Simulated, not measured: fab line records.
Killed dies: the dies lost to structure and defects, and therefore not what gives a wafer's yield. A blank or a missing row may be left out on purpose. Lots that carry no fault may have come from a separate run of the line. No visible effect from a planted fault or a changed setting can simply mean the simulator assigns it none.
Matching of chambers :: flow n5-finfet :: 4 sister chambers for N5_BEOL_M6_ETCH_61 on rie-diel-03
The step etches SiARC in CF4, target depth 45.5 nm, time 75.8 s. 24 wafers are shown with their chamber, then 12 later ones without.

== WAFERS, EACH WITH ITS CHAMBER ==
wafer: L076.1
chamber: 3
drypump-motor-current-A (A): 4.9
showerhead-plenum-p-Torr (Torr): 2.21
throttle-valve-pct (%): 15.91

wafer: L076.2
chamber: 1
drypump-motor-current-A (A): 6.5
showerhead-plenum-p-Torr (Torr): 2.25
throttle-valve-pct (%): 15.56

wafer: L076.3
chamber: 0
drypump-motor-current-A (A): 5.5
showerhead-plenum-p-Torr (Torr): 2.10
throttle-valve-pct (%): 15.25

wafer: L076.4
chamber: 2
drypump-motor-current-A (A): 5.3
showerhead-plenum-p-Torr (Torr): 2.04
throttle-valve-pct (%): 15.82

wafer: L076.5
chamber: 2
drypump-motor-current-A (A): 5.3
showerhead-plenum-p-Torr (Torr): 2.04
throttle-valve-pct (%): 15.81

wafer: L076.6
chamber: 3
drypump-motor-current-A (A): 4.8
showerhead-plenum-p-Torr (Torr): 2.21
throttle-valve-pct (%): 15.94

wafer: L077.1
chamber: 2
drypump-motor-current-A (A): 5.3
showerhead-plenum-p-Torr (Torr): 2.04
throttle-valve-pct (%): 15.82

wafer: L077.4
chamber: 3
drypump-motor-current-A (A): 4.8
showerhead-plenum-p-Torr (Torr): 2.20
throttle-valve-pct (%): 15.95

wafer: L077.5
chamber: 3
drypump-motor-current-A (A): 4.8
showerhead-plenum-p-Torr (Torr): 2.20
throttle-valve-pct (%): 15.94

wafer: L078.1
chamber: 1
drypump-motor-current-A (A): 6.5
showerhead-plenum-p-Torr (Torr): 2.25
throttle-valve-pct (%): 15.56

wafer: L078.4
chamber: 3
drypump-motor-current-A (A): 4.8
showerhead-plenum-p-Torr (Torr): 2.20
throttle-valve-pct (%): 15.94

wafer: L078.6
chamber: 2
drypump-motor-current-A (A): 5.3
showerhead-plenum-p-Torr (Torr): 2.04
throttle-valve-pct (%): 15.81

wafer: L081.1
chamber: 3
drypump-motor-current-A (A): 4.8
showerhead-plenum-p-Torr (Torr): 2.20
throttle-valve-pct (%): 15.93

wafer: L081.4
chamber: 2
drypump-motor-current-A (A): 5.3
showerhead-plenum-p-Torr (Torr): 2.04
throttle-valve-pct (%): 15.83

wafer: L081.5
chamber: 3
drypump-motor-current-A (A): 4.8
showerhead-plenum-p-Torr (Torr): 2.20
throttle-valve-pct (%): 15.96

wafer: L080.2
chamber: 0
drypump-motor-current-A (A): 5.5
showerhead-plenum-p-Torr (Torr): 2.10
throttle-valve-pct (%): 15.28

wafer: L080.3
chamber: 2
drypump-motor-current-A (A): 5.3
showerhead-plenum-p-Torr (Torr): 2.04
throttle-valve-pct (%): 15.82

wafer: L080.6
chamber: 2
drypump-motor-current-A (A): 5.3
showerhead-plenum-p-Torr (Torr): 2.04
throttle-valve-pct (%): 15.81

wafer: L084.2
chamber: 1
drypump-motor-current-A (A): 6.5
showerhead-plenum-p-Torr (Torr): 2.25
throttle-valve-pct (%): 15.59

wafer: L084.3
chamber: 3
drypump-motor-current-A (A): 4.9
showerhead-plenum-p-Torr (Torr): 2.20
throttle-valve-pct (%): 15.96

wafer: L084.5
chamber: 2
drypump-motor-current-A (A): 5.3
showerhead-plenum-p-Torr (Torr): 2.03
throttle-valve-pct (%): 15.85

wafer: L085.3
chamber: 2
drypump-motor-current-A (A): 5.3
showerhead-plenum-p-Torr (Torr): 2.03
throttle-valve-pct (%): 15.84

wafer: L085.4
chamber: 0
drypump-motor-current-A (A): 5.5
showerhead-plenum-p-Torr (Torr): 2.09
throttle-valve-pct (%): 15.32

wafer: L085.5
chamber: 2
drypump-motor-current-A (A): 5.3
showerhead-plenum-p-Torr (Torr): 2.03
throttle-valve-pct (%): 15.84

SIGNATURES (averages over the wafers above)
reading: drypump-motor-current-A
chamber 0: 5.500
chamber 1: 6.500
chamber 2: 5.300
chamber 3: 4.825
scatter within a chamber: 0.0274

reading: showerhead-plenum-p-Torr
chamber 0: 2.0967
chamber 1: 2.2500
chamber 2: 2.0370
chamber 3: 2.2025
scatter within a chamber: 0.00462

reading: throttle-valve-pct
chamber 0: 15.2833
chamber 1: 15.5700
chamber 2: 15.8250
chamber 3: 15.9413
scatter within a chamber: 0.0184
Rule: a wafer's distance from a chamber is the root of the sum, over the readings, of the square of ((its reading less the chamber's mean) divided by the reading's scatter). The wafer belongs to the nearest chamber; if the next one is less than 2 further off, it can't be placed. How the scatter is found: for the shown wafers, subtract from each reading the mean of its chamber, square and add these, divide the total by (wafers less chambers), then take the root.

== WAFERS WHOSE CHAMBER IS MISSING ==
wafer: L087.4
drypump-motor-current-A (A): 5.5
showerhead-plenum-p-Torr (Torr): 2.09
throttle-valve-pct (%): 15.32

wafer: L087.5
drypump-motor-current-A (A): 6.5
showerhead-plenum-p-Torr (Torr): 2.24
throttle-valve-pct (%): 15.59

wafer: L087.6
drypump-motor-current-A (A): 5.5
showerhead-plenum-p-Torr (Torr): 2.09
throttle-valve-pct (%): 15.30

wafer: L091.2
drypump-motor-current-A (A): 4.8
showerhead-plenum-p-Torr (Torr): 2.19
throttle-valve-pct (%): 15.99

wafer: L091.3
drypump-motor-current-A (A): 6.5
showerhead-plenum-p-Torr (Torr): 2.24
throttle-valve-pct (%): 15.60

wafer: L091.4
drypump-motor-current-A (A): 5.5
showerhead-plenum-p-Torr (Torr): 2.09
throttle-valve-pct (%): 15.31

wafer: L093.2
drypump-motor-current-A (A): 5.5
showerhead-plenum-p-Torr (Torr): 2.09
throttle-valve-pct (%): 15.35

wafer: L093.3
drypump-motor-current-A (A): 4.9
showerhead-plenum-p-Torr (Torr): 2.19
throttle-valve-pct (%): 16.00

wafer: L093.4
drypump-motor-current-A (A): 5.5
showerhead-plenum-p-Torr (Torr): 2.09
throttle-valve-pct (%): 15.33

wafer: L096.2
drypump-motor-current-A (A): 5.5
showerhead-plenum-p-Torr (Torr): 2.08
throttle-valve-pct (%): 15.36

wafer: L096.4
drypump-motor-current-A (A): 6.5
showerhead-plenum-p-Torr (Torr): 2.23
throttle-valve-pct (%): 15.63

wafer: L096.6
drypump-motor-current-A (A): 4.9
showerhead-plenum-p-Torr (Torr): 2.19
throttle-valve-pct (%): 15.49

== EACH ONE'S CHAMBER ==
wafer: L087.4
from the rows above: 0
in truth: 0

wafer: L087.5
from the rows above: 1
in truth: 1

wafer: L087.6
from the rows above: 0
in truth: 0

wafer: L091.2
from the rows above: 3
in truth: 3

wafer: L091.3
from the rows above: 1
in truth: 1

wafer: L091.4
from the rows above: 0
in truth: 0

wafer: L093.2
from the rows above: 0
in truth: 0

wafer: L093.3
from the rows above: 3
in truth: 3

wafer: L093.4
from the rows above: 0
in truth: 0

wafer: L096.2
from the rows above: 0
in truth: 0

wafer: L096.4
from the rows above: 1
in truth: 1

wafer: L096.6
from the rows above: 3
in truth: 3
Correct placement for 12 of the 12. Left unplaced by these rows: 0. Wrongly placed: 0.
